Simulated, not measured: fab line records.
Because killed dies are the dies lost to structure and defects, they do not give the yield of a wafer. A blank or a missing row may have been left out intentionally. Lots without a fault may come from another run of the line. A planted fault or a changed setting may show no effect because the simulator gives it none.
fab line records | flow n5_finfet
record: lots: 7 | wafers: 39
route steps=1938 shown PMOS_HMC_CHANNEL_EPI@64 SD_EPI_N@279 SD_EPI_P@321
start_h: start of the lot's first displayed wafer, in hours after the record's first day | wait_h: hours from the lot's prior step to this one | " repeats the value in the row above | L1.1+2: a row that stands for several wafers | - value missing, or start not given | * or withheld: withheld | < > ~ a bound
route shown NAME@n: a module of which the file shows steps, and the number in the route of the first | usual: average and standard deviation across the fault-free wafers | same: alike in all rows | chamber/n: place in a boat | sites: readings site by site | _std_site: standard deviation across them | _edge_site: outer sites' mean less inner sites' | radius_mm: for every site, how far away it sits from the centre of the wafer | mask NAME#n: copy n | behind: tool/chamber where the wafer was last shaped | hold: why the lot went on hold/how many hours it stayed there/how the hold came to an end | device: whichever transistor did not switch (one of n, p or np) | end of line: the same wafers' tests at the end of the route | for a step that has no rows: nothing shown but its recipe | killed: not the wafer's yield, but the dies lost to structure and defects at the first sort | map: shows each die of a wafer: x if killed, . if not, _ if none is there
set.NAME: the setting as run; set.NAME@STEP: as run at that earlier step | model.NAME: the simulator's own value behind a step, which no gauge read
lots run with intentionally changed settings; tables by step, rows by wafer
== steps ==
step: N5_PMOS_HMC_CHANNEL_EPI_DEVELOP_08
recipe: develop_time_s: 30 | developer: TMAH | resist: CAR-ArF-block | dev_temp_c: 23 | rinse_liquid: diw | dry: air_spin
lot.wafer  | tool           | chamber | start_h | wait_h | set.develop_time_s
L076.1+2+4 | litho_track-05 | 0       | -       | -      | 30
L076.3+5+6 | "              | 0       | "       | "      | 46.31
L078.1+4+6 | litho_track-05 | 0       | -       | -      | 16.55
L078.2+3+5 | "              | 0       | "       | "      | 30
L079.1+4+6 | litho_track-03 | 0       | -       | -      | 36.38
L079.2+3+5 | "              | 0       | "       | "      | 30
L081.3+4+5 | litho_track-05 | 0       | -       | -      | 30
L089.1+3+4 | litho_track-01 | 0       | -       | -      | 30
L089.2+5+6 | "              | 0       | "       | "      | 12.59
L095.1+4+6 | litho_track-05 | 0       | -       | -      | 30
L095.2+3+5 | "              | 0       | "       | "      | 13.9
L096.1+2+5 | litho_track-03 | 0       | -       | -      | 12.61
L096.3+4+6 | "              | 0       | "       | "      | 30
step: N5_PMOS_HMC_CHANNEL_EPI_CD_MEAS_09
recipe: target_cd_nm: 237.4 | landing_energy_ev: 500 | detector: se_inlens
usual: cd_nm: 237.7/1.1
lot.wafer | tool      | chamber | start_h | wait_h | set.develop_time_s@PMOS_HMC_CHANNEL_EPI_DEVELOP_08 | cd_nm
L076.1    | cd_sem-02 | 0       | 29.19   | -      | 30                                                 | 239.0
L076.2    | "         | 0       | "       | "      | 30                                                 | 239.5
L076.3    | "         | 0       | "       | "      | 46.31                                              | 240.3
L076.4    | "         | 0       | "       | "      | 30                                                 | 239.0
L076.5    | "         | 0       | "       | "      | 46.31                                              | 241.3
L076.6    | "         | 0       | "       | "      | 46.31                                              | 242.1
L078.1    | cd_sem-02 | 0       | 40.99   | -      | 16.55                                              | 234.4
L078.2    | "         | 0       | "       | "      | 30                                                 | 237.1
L078.3    | "         | 0       | "       | "      | 30                                                 | 237.3
L078.4    | "         | 0       | "       | "      | 16.55                                              | 234.2
L078.5    | "         | 0       | "       | "      | 30                                                 | 237.2
L078.6    | "         | 0       | "       | "      | 16.55                                              | 232.0
L079.1    | cd_sem-03 | 0       | 47.06   | -      | 36.38                                              | 238.5
L079.2    | "         | 0       | "       | "      | 30                                                 | 236.9
L079.3    | "         | 0       | "       | "      | 30                                                 | 237.2
L079.4    | "         | 0       | "       | "      | 36.38                                              | 238.3
L079.5    | "         | 0       | "       | "      | 30                                                 | 237.6
L079.6    | "         | 0       | "       | "      | 36.38                                              | 238.8
L081.3    | cd_sem-01 | 0       | 59.43   | -      | 30                                                 | 238.5
L081.4    | "         | 0       | "       | "      | 30                                                 | 237.6
L081.5    | "         | 0       | "       | "      | 30                                                 | 237.7
L089.1    | cd_sem-03 | 0       | 108.49  | -      | 30                                                 | 237.7
L089.2    | "         | 0       | "       | "      | 12.59                                              | 231.5
L089.3    | "         | 0       | "       | "      | 30                                                 | 237.6
L089.4    | "         | 0       | "       | "      | 30                                                 | 237.6
L089.5    | "         | 0       | "       | "      | 12.59                                              | 231.4
L089.6    | "         | 0       | "       | "      | 12.59                                              | 232.9
L095.1    | cd_sem-02 | 0       | 142.97  | -      | 30                                                 | 238.4
L095.2    | "         | 0       | "       | "      | 13.9                                               | 232.6
L095.3    | "         | 0       | "       | "      | 13.9                                               | 232.6
L095.4    | "         | 0       | "       | "      | 30                                                 | 237.0
L095.5    | "         | 0       | "       | "      | 13.9                                               | 232.2
L095.6    | "         | 0       | "       | "      | 30                                                 | 238.6
L096.1    | cd_sem-03 | 0       | 149.90  | -      | 12.61                                              | 234.5
L096.2    | "         | 0       | "       | "      | 12.61                                              | 233.6
L096.3    | "         | 0       | "       | "      | 30                                                 | 238.0
L096.4    | "         | 0       | "       | "      | 30                                                 | 238.0
L096.5    | "         | 0       | "       | "      | 12.61                                              | 231.4
L096.6    | "         | 0       | "       | "      | 30                                                 | 239.3
step: N5_PMOS_HMC_CHANNEL_EPI_DESCUM_14
recipe: chemistry: O2 | time_s: 7.9 | source_power_w: 50 | bias_power_w: 20 | pressure_mtorr: 20 | rf_frequency_hz: 2.712e+07 | temp_c: 40 | resist: CAR-ArF-block | o2_flow_sccm: 225
lot.wafer | tool        | chamber | start_h | wait_h | set.develop_time_s@PMOS_HMC_CHANNEL_EPI_DEVELOP_08 | model.PMOS_HMC_CHANNEL_EPI.cd_nm
L076.1    | rie_diel-03 | 2       | 29.76   | 0.5    | 30                                                 | 238.8
L076.2    | "           | 3       | "       | "      | 30                                                 | 239.8
L076.3    | "           | 0       | "       | "      | 46.31                                              | 240.2
L076.4    | "           | 1       | "       | "      | 30                                                 | 238.9
L076.5    | "           | 3       | "       | "      | 46.31                                              | 241.1
L076.6    | "           | 2       | "       | "      | 46.31                                              | 242.3
L078.1    | rie_diel-06 | 0       | 41.22   | 0.2    | 16.55                                              | 234.8
L078.2+5  | "           | 2       | "       | "      | 30                                                 | 236.9
L078.3    | "           | 1       | "       | "      | 30                                                 | 237.1
L078.4    | "           | 3       | "       | "      | 16.55                                              | 234.6
L078.6    | "           | 1       | "       | "      | 16.55                                              | 231.9
L079.1    | rie_diel-02 | 1       | 47.15   | 0.0    | 36.38                                              | 238.4
L079.2    | "           | 2       | "       | "      | 30                                                 | 237
L079.3    | "           | 0       | "       | "      | 30                                                 | 236.9
L079.4    | "           | 0       | "       | "      | 36.38                                              | 238.2
L079.5    | "           | 1       | "       | "      | 30                                                 | 237.1
L079.6    | "           | 2       | "       | "      | 36.38                                              | 238.9
L081.3    | rie_diel-06 | 0       | 59.51   | 0.0    | 30                                                 | 238.6
L081.4+5  | "           | 0,1     | "       | "      | 30                                                 | 238.1
L089.1    | rie_diel-06 | 1       | 108.62  | 0.1    | 30                                                 | 237.8
L089.2+5  | "           | 3       | "       | "      | 12.59                                              | 231.7
L089.3    | "           | 2       | "       | "      | 30                                                 | 237.5
L089.4    | "           | 0       | "       | "      | 30                                                 | 237.9
L089.6    | "           | 2       | "       | "      | 12.59                                              | 233.1
L095.1    | rie_diel-02 | 1       | 143.05  | 0.0    | 30                                                 | 238.6
L095.2+3  | "           | 0,2     | "       | "      | 13.9                                               | 232.6
L095.4    | "           | 0       | "       | "      | 30                                                 | 237.1
L095.5    | "           | 2       | "       | "      | 13.9                                               | 232.3
L095.6    | "           | 1       | "       | "      | 30                                                 | 238.4
L096.1    | rie_diel-03 | 2       | 149.99  | 0.0    | 12.61                                              | 234.5
L096.2    | "           | 0       | "       | "      | 12.61                                              | 233.2
L096.3    | "           | 3       | "       | "      | 30                                                 | 238.4
L096.4    | "           | 1       | "       | "      | 30                                                 | 238.5
L096.5    | "           | 1       | "       | "      | 12.61                                              | 231.4
L096.6    | "           | 2       | "       | "      | 30                                                 | 239.6
step: N5_PMOS_HMC_CHANNEL_EPI_ETCH_32
recipe: chemistry: N2/H2 | target: BARC | stop_on: SiO2 | target_depth_a: 858 | over_etch_frac: 0.3 | time_s: 50.3 | ion_energy_ev: 200 | mask_material: CAR-ArF-block | pressure_mtorr: 30 | source_w: 840 | bias_w: 150 | n2_flow_sccm: 200 | h2_flow_sccm: 200
lot.wafer  | tool        | chamber | start_h | wait_h | set.develop_time_s@PMOS_HMC_CHANNEL_EPI_DEVELOP_08 | model.PMOS_HMC_CHANNEL_EPI.cd_nm
L076.1     | rie_diel-03 | 2       | 29.79   | 0.0    | 30                                                 | 241.3
L076.2     | "           | 3       | "       | "      | 30                                                 | 242.7
L076.3     | "           | 0       | "       | "      | 46.31                                              | 242.3
L076.4     | "           | 1       | "       | "      | 30                                                 | 241.2
L076.5     | "           | 3       | "       | "      | 46.31                                              | 243.3
L076.6     | "           | 2       | "       | "      | 46.31                                              | 244.8
L078.1     | rie_diel-06 | 0       | 41.25   | 0.0    | 16.55                                              | 237.9
L078.2+3+5 | "           | 2,1,2   | "       | "      | 30                                                 | 240.5
L078.4     | "           | 3       | "       | "      | 16.55                                              | 236.5
L078.6     | "           | 1       | "       | "      | 16.55                                              | 234.9
L079.1     | rie_diel-02 | 1       | 47.19   | 0.0    | 36.38                                              | 241.7
L079.2     | "           | 2       | "       | "      | 30                                                 | 238.6
L079.3     | "           | 0       | "       | "      | 30                                                 | 239
L079.4+6   | "           | 0,2     | "       | "      | 36.38                                              | 240.2
L079.5     | "           | 1       | "       | "      | 30                                                 | 240.1
L081.3     | rie_diel-06 | 0       | 59.55   | 0.0    | 30                                                 | 241.5
L081.4     | "           | 0       | "       | "      | 30                                                 | 241.7
L081.5     | "           | 1       | "       | "      | 30                                                 | 240.8
L089.1     | rie_diel-06 | 1       | 108.65  | 0.0    | 30                                                 | 239.9
L089.2     | "           | 3       | "       | "      | 12.59                                              | 234
L089.3     | "           | 2       | "       | "      | 30                                                 | 242.7
L089.4     | "           | 0       | "       | "      | 30                                                 | 241.9
L089.5     | "           | 3       | "       | "      | 12.59                                              | 234.2
L089.6     | "           | 2       | "       | "      | 12.59                                              | 238.1
L095.1     | rie_diel-02 | 1       | 143.09  | 0.0    | 30                                                 | 241.4
L095.2     | "           | 0       | "       | "      | 13.9                                               | 234.4
L095.3     | "           | 2       | "       | "      | 13.9                                               | 234.5
L095.4     | "           | 0       | "       | "      | 30                                                 | 239.3
L095.5     | "           | 2       | "       | "      | 13.9                                               | 234.1
L095.6     | "           | 1       | "       | "      | 30                                                 | 240.2
L096.1     | rie_diel-03 | 2       | 150.03  | 0.0    | 12.61                                              | 237.2
L096.2     | "           | 0       | "       | "      | 12.61                                              | 234.9
L096.3     | "           | 3       | "       | "      | 30                                                 | 241.3
L096.4     | "           | 1       | "       | "      | 30                                                 | 240
L096.5     | "           | 1       | "       | "      | 12.61                                              | 233
L096.6     | "           | 2       | "       | "      | 30                                                 | 242.4
step: N5_PMOS_HMC_CHANNEL_EPI_HM_OPEN_15
recipe: chemistry: CHF3/O2 | target: SiO2 | mask_material: CAR-ArF-block | target_depth_a: 406 | CHF3_flow_sccm: 50 | O2_flow_sccm: 5 | Ar_flow_sccm: 200 | time_s: 20.3 | pressure_mtorr: 30 | source_w: 650 | bias_w: 170 | ion_energy_ev: 200
lot.wafer | tool        | chamber | start_h | wait_h | set.develop_time_s@PMOS_HMC_CHANNEL_EPI_DEVELOP_08 | model.PMOS_HMC_CHANNEL_EPI.cd_nm
L076.1    | rie_diel-03 | 2       | 29.84   | 0.0    | 30                                                 | 241.3
L076.2    | "           | 3       | "       | "      | 30                                                 | 242.7
L076.3    | "           | 0       | "       | "      | 46.31                                              | 242.4
L076.4    | "           | 1       | "       | "      | 30                                                 | 241
L076.5    | "           | 3       | "       | "      | 46.31                                              | 243.3
L076.6    | "           | 2       | "       | "      | 46.31                                              | 244.9
L078.1    | rie_diel-06 | 0       | 41.30   | 0.0    | 16.55                                              | 238
L078.2    | "           | 2       | "       | "      | 30                                                 | 240.5
L078.3+5  | "           | 1,2     | "       | "      | 30                                                 | 240.4
L078.4    | "           | 3       | "       | "      | 16.55                                              | 236.6
L078.6    | "           | 1       | "       | "      | 16.55                                              | 234.8
L079.1    | rie_diel-02 | 1       | 47.23   | 0.0    | 36.38                                              | 241.6
L079.2    | "           | 2       | "       | "      | 30                                                 | 238.9
L079.3    | "           | 0       | "       | "      | 30                                                 | 239
L079.4    | "           | 0       | "       | "      | 36.38                                              | 240.1
L079.5    | "           | 1       | "       | "      | 30                                                 | 240
L079.6    | "           | 2       | "       | "      | 36.38                                              | 240.4
L081.3    | rie_diel-06 | 0       | 59.59   | 0.0    | 30                                                 | 241.7
L081.4    | "           | 0       | "       | "      | 30                                                 | 241.8
L081.5    | "           | 1       | "       | "      | 30                                                 | 240.9
L089.1    | rie_diel-06 | 1       | 108.69  | 0.0    | 30                                                 | 239.9
L089.2    | "           | 3       | "       | "      | 12.59                                              | 234.2
L089.3    | "           | 2       | "       | "      | 30                                                 | 242.8
L089.4    | "           | 0       | "       | "      | 30                                                 | 242
L089.5    | "           | 3       | "       | "      | 12.59                                              | 234.3
L089.6    | "           | 2       | "       | "      | 12.59                                              | 238.2
L095.1    | rie_diel-02 | 1       | 143.13  | 0.0    | 30                                                 | 241.3
L095.2+5  | "           | 0,2     | "       | "      | 13.9                                               | 234.3
L095.3    | "           | 2       | "       | "      | 13.9                                               | 234.7
L095.4    | "           | 0       | "       | "      | 30                                                 | 239.3
L095.6    | "           | 1       | "       | "      | 30                                                 | 240.1
L096.1    | rie_diel-03 | 2       | 150.07  | 0.0    | 12.61                                              | 237.2
L096.2    | "           | 0       | "       | "      | 12.61                                              | 235
L096.3    | "           | 3       | "       | "      | 30                                                 | 241.4
L096.4    | "           | 1       | "       | "      | 30                                                 | 239.7
L096.5    | "           | 1       | "       | "      | 12.61                                              | 232.8
L096.6    | "           | 2       | "       | "      | 30                                                 | 242.3
step: N5_SD_EPI_N_ETCH_16
recipe: chemistry: CHF3/O2 | target: SiO2 | target_depth_a: 50 | mask_material: SOC | pressure_mtorr: 30 | source_w: 650 | bias_w: 170 | Ar_flow_sccm: 200 | CHF3_flow_sccm: 50 | O2_flow_sccm: 5 | ion_energy_ev: 200
lot.wafer | tool        | chamber | start_h | wait_h | set.target_depth_a | model.etch.depth_nm
L076.1    | rie_diel-05 | 1       | 65.89   | 0.1    | 50                 | 4.885
L076.2    | "           | 2       | "       | "      | 50                 | 5.091
L076.3    | "           | 3       | "       | "      | 50                 | 5.068
L076.4    | "           | 0       | "       | "      | 50                 | 4.755
L076.5    | "           | 0       | "       | "      | 50                 | 4.766
L076.6    | "           | 3       | "       | "      | 50                 | 5.066
L078.1    | rie_diel-04 | 3       | 73.73   | 0.1    | 50                 | 4.869
L078.2    | "           | 1       | "       | "      | 26.01              | 2.545
L078.3    | "           | 0       | "       | "      | 50                 | 4.971
L078.4    | "           | 2       | "       | "      | 50                 | 4.952
L078.5    | "           | 3       | "       | "      | 26.01              | 2.531
L078.6    | "           | 0       | "       | "      | 26.01              | 2.584
L079.1    | rie_diel-04 | 0       | 79.29   | 0.1    | 50                 | 4.958
L079.2    | "           | 3       | "       | "      | 50                 | 4.888
L079.3    | "           | 1       | "       | "      | 50                 | 4.822
L079.4    | "           | 2       | "       | "      | 50                 | 4.956
L079.5    | "           | 1       | "       | "      | 50                 | 4.839
L079.6    | "           | 2       | "       | "      | 50                 | 4.917
L081.3    | rie_diel-01 | 3       | 92.12   | 0.1    | 50                 | 4.98
L081.4    | "           | 0       | "       | "      | 50                 | 4.986
L081.5    | "           | 1       | "       | "      | 50                 | 4.96
L089.1    | rie_diel-04 | 2       | 140.32  | 0.1    | 50                 | 5.034
L089.2    | "           | 0       | "       | "      | 50                 | 4.911
L089.3    | "           | 1       | "       | "      | 66.23              | 6.512
L089.4    | "           | 3       | "       | "      | 66.23              | 6.446
L089.5    | "           | 1       | "       | "      | 66.23              | 6.481
L089.6    | "           | 0       | "       | "      | 50                 | 4.909
L095.1    | rie_diel-05 | 3       | 174.58  | 0.1    | 50                 | 5.048
L095.2    | "           | 0       | "       | "      | 50                 | 5.07
L095.3    | "           | 2       | "       | "      | 50                 | 5.072
L095.4    | "           | 1       | "       | "      | 28.88              | 2.718
L095.5    | "           | 2       | "       | "      | 28.88              | 2.938
L095.6    | "           | 1       | "       | "      | 28.88              | 2.733
L096.1    | rie_diel-01 | 1       | 184.00  | 0.1    | 50                 | 4.972
L096.2    | "           | 2       | "       | "      | 50                 | 4.887
L096.3    | "           | 0       | "       | "      | 50                 | 5.06
L096.4    | "           | 3       | "       | "      | 50                 | 4.899
L096.5    | "           | 2       | "       | "      | 50                 | 4.832
L096.6    | "           | 3       | "       | "      | 50                 | 4.856
step: N5_SD_EPI_P_EPI_21
recipe: material: SiGe:B | dopant: B | temp_c: 550 | pressure_torr: 20 | ambient: H2 | time_s: 355
lot.wafer  | tool         | chamber | start_h | wait_h | set.epi_growth_time_s | model.SiGe-B_of_SD_EPI_P_EPI_21.thk_nm
L076.1+5+6 | epi_rpcvd-02 | 0       | 71.06   | 0.1    | 355                   | 62.2
L076.2     | "            | 0       | "       | "      | 355                   | 62.6
L076.3     | "            | 0       | "       | "      | 355                   | 63
L076.4     | "            | 0       | "       | "      | 355                   | 62
L078.1+2   | epi_rpcvd-03 | 0       | 79.19   | 0.2    | 292.3                 | 54
L078.3     | "            | 0       | "       | "      | 292.3                 | 53.8
L078.4     | "            | 0       | "       | "      | 355                   | 60.8
L078.5     | "            | 0       | "       | "      | 355                   | 60.4
L078.6     | "            | 0       | "       | "      | 355                   | 62
L079.1     | epi_rpcvd-02 | 0       | 84.33   | 0.1    | 355                   | 61.8
L079.2     | "            | 0       | "       | "      | 489                   | 75.8
L079.3     | "            | 0       | "       | "      | 355                   | 62
L079.4     | "            | 0       | "       | "      | 489                   | 76
L079.5     | "            | 0       | "       | "      | 489                   | 78
L079.6     | "            | 0       | "       | "      | 355                   | 61.6
L081.3     | epi_rpcvd-03 | 0       | 98.38   | 1.1    | 355                   | 62.6
L081.4     | "            | 0       | "       | "      | 355                   | 61.8
L081.5     | "            | 0       | "       | "      | 355                   | 61.6
L089.1+2   | epi_rpcvd-01 | 0       | 145.50  | 0.1    | 355                   | 61.8
L089.3     | "            | 0       | "       | "      | 355                   | 61.6
L089.4     | "            | 0       | "       | "      | 355                   | 61.2
L089.5     | "            | 0       | "       | "      | 355                   | 61.4
L089.6     | "            | 0       | "       | "      | 355                   | 61
L095.1     | epi_rpcvd-03 | 0       | 180.94  | 0.1    | 185                   | 34
L095.2     | "            | 0       | "       | "      | 355                   | 60.6
L095.3     | "            | 0       | "       | "      | 185                   | 33.4
L095.4     | "            | 0       | "       | "      | 185                   | 33.8
L095.5     | "            | 0       | "       | "      | 355                   | 59.8
L095.6     | "            | 0       | "       | "      | 355                   | 59.6
L096.1     | epi_rpcvd-01 | 0       | 190.02  | 0.1    | 548.2                 | 82.6
L096.2     | "            | 0       | "       | "      | 548.2                 | 82.4
L096.3     | "            | 0       | "       | "      | 355                   | 60.4
L096.4     | "            | 0       | "       | "      | 548.2                 | 82.2
L096.5     | "            | 0       | "       | "      | 355                   | 60.2
L096.6     | "            | 0       | "       | "      | 355                   | 60.8
step: N5_SD_EPI_P_EPI_MEAS_23
recipe: mode: xrd
usual: thk_nm: 61.0/1.3
lot.wafer | tool          | chamber | start_h | wait_h | set.epi_growth_time_s@SD_EPI_P_EPI_21 | thk_nm
L076.1    | film_metro-01 | -       | 73.25   | 1.8    | 355                                   | 62.8
L076.2    | "             | -       | "       | "      | 355                                   | 63.8
L076.3    | "             | -       | "       | "      | 355                                   | 64.1
L076.4    | "             | -       | "       | "      | 355                                   | 59.3
L076.5    | "             | -       | "       | "      | 355                                   | 62.6
L076.6    | "             | -       | "       | "      | 355                                   | 62.8
L078.1    | film_metro-02 | -       | 82.11   | 2.4    | 292.3                                 | 52.1
L078.2    | "             | -       | "       | "      | 292.3                                 | 52.4
L078.3    | "             | -       | "       | "      | 292.3                                 | 53.1
L078.4    | "             | -       | "       | "      | 355                                   | 61.6
L078.5    | "             | -       | "       | "      | 355                                   | 59.0
L078.6    | "             | -       | "       | "      | 355                                   | 61.8
L079.1    | film_metro-01 | -       | 86.53   | 1.8    | 355                                   | 60.1
L079.2    | "             | -       | "       | "      | 489                                   | 74.4
L079.3    | "             | -       | "       | "      | 355                                   | 62.1
L079.4    | "             | -       | "       | "      | 489                                   | 76.5
L079.5    | "             | -       | "       | "      | 489                                   | 77.6
L079.6    | "             | -       | "       | "      | 355                                   | 61.4
L081.3    | film_metro-01 | -       | 100.34  | 1.5    | 355                                   | 61.2
L081.4    | "             | -       | "       | "      | 355                                   | 61.8
L081.5    | "             | -       | "       | "      | 355                                   | 61.2
L089.1    | film_metro-01 | -       | 147.69  | 1.8    | 355                                   | 60.5
L089.2    | "             | -       | "       | "      | 355                                   | 62.5
L089.3    | "             | -       | "       | "      | 355                                   | 61.9
L089.4    | "             | -       | "       | "      | 355                                   | 60.6
L089.5    | "             | -       | "       | "      | 355                                   | 62.1
L089.6    | "             | -       | "       | "      | 355                                   | 60.7
L095.1    | film_metro-01 | -       | 183.14  | 1.8    | 185                                   | 35.2
L095.2    | "             | -       | "       | "      | 355                                   | 59.4
L095.3    | "             | -       | "       | "      | 185                                   | 33.0
L095.4    | "             | -       | "       | "      | 185                                   | 33.0
L095.5    | "             | -       | "       | "      | 355                                   | 60.4
L095.6    | "             | -       | "       | "      | 355                                   | 59.7
L096.1    | film_metro-01 | -       | 192.22  | 1.8    | 548.2                                 | 82.4
L096.2    | "             | -       | "       | "      | 548.2                                 | 82.0
L096.3    | "             | -       | "       | "      | 355                                   | 58.6
L096.4    | "             | -       | "       | "      | 548.2                                 | 83.4
L096.5    | "             | -       | "       | "      | 355                                   | 61.7
L096.6    | "             | -       | "       | "      | 355                                   | 60.0
== key ==
split: step: N5_PMOS_HMC_CHANNEL_EPI_DEVELOP_08 | setting: develop_time_s | stated: 30 | by: wafer
response: step: N5_PMOS_HMC_CHANNEL_EPI_CD_MEAS_09 | reading: cd_nm | change: +0.0828 | per: 1% | r: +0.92
response: step: N5_PMOS_HMC_CHANNEL_EPI_DESCUM_14 | reading: model.PMOS_HMC_CHANNEL_EPI.cd_nm | change: +0.0823 | per: 1% | r: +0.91
response: step: N5_PMOS_HMC_CHANNEL_EPI_ETCH_32 | reading: model.PMOS_HMC_CHANNEL_EPI.cd_nm | change: +0.0892 | per: 1% | r: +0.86
response: step: N5_PMOS_HMC_CHANNEL_EPI_HM_OPEN_15 | reading: model.PMOS_HMC_CHANNEL_EPI.cd_nm | change: +0.0882 | per: 1% | r: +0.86
split: step: N5_SD_EPI_N_ETCH_16 | setting: target_depth_a | stated: 50 | by: wafer
response: step: N5_SD_EPI_N_ETCH_16 | reading: model.etch.depth_nm | change: +0.0505 | per: 1% | r: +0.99
split: step: N5_SD_EPI_P_EPI_21 | setting: epi_growth_time_s | stated: 355 | by: wafer
response: step: N5_SD_EPI_P_EPI_21 | reading: model.SiGe-B_of_SD_EPI_P_EPI_21.thk_nm | change: +0.449 | per: 1% | r: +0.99
response: step: N5_SD_EPI_P_EPI_MEAS_23 | reading: thk_nm | change: * | per: 1% | r: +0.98
